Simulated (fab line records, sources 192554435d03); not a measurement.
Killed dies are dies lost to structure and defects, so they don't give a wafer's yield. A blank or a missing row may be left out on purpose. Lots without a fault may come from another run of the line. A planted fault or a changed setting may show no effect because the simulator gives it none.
Chamber matching | flow n5_finfet | N5_BEOL_M6_ALD_77 on ald_metal-01: 3 sister chambers
The step deposits TaN, target thk 2 nm, pulse time 2 s, purge time 3 s. 16 wafers are shown with their chamber, then 8 later ones without.

WAFERS WITH THEIR CHAMBER
wafer  | chamber | heater_power_w (W)
L075.4 | 1       | 370
L075.5 | 1       | 377
L075.6 | 0       | 388
L076.2 | 1       | 383
L076.3 | 0       | 396
L076.4 | 1       | 378
L077.1 | 1       | 388
L077.2 | 0       | 393
L077.4 | 1       | 383
L081.2 | 2       | 499
L081.3 | 1       | 386
L081.5 | 1       | 383
L083.2 | 0       | 398
L083.5 | 0       | 398
L083.6 | 1       | 386
L087.1 | 2       | 504

SIGNATURES (means of the wafers above)
reading        | chamber 0 | chamber 1 | chamber 2 | scatter within a chamber
heater_power_w | 394.60    | 381.56    | 501.50    | 5.1
Rule: a wafer's distance from a chamber is the root of the sum, over the readings, of the square of ((its reading less the chamber's mean) divided by the reading's scatter). The wafer belongs to the nearest chamber; if the next one is less than 2 further off, it can't be placed. The scatter: the root of (the sum of the squares of (reading less its chamber's mean) over the shown wafers, divided by (wafers less chambers)).

WAFERS WITHOUT THEIR CHAMBER
wafer  | heater_power_w (W)
L087.5 | 393
L087.6 | 378
L089.1 | 383
L089.4 | 374
L089.5 | 395
L094.1 | 513
L094.5 | 384
L094.6 | 400

WHICH CHAMBER EACH WENT THROUGH
wafer  | from the rows above     | in truth
L087.5 | can't be placed: 0 or 1 | 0
L087.6 | 1                       | 1
L089.1 | can't be placed: 1 or 0 | 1
L089.4 | 1                       | 1
L089.5 | 0                       | 0
L094.1 | 2                       | 2
L094.5 | can't be placed: 1 or 0 | 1
L094.6 | 0                       | 0
Placed correctly: 5 of 8. Can't be placed from these rows: 3 (the true chamber is among the candidates in 3). Placed wrongly: 0.
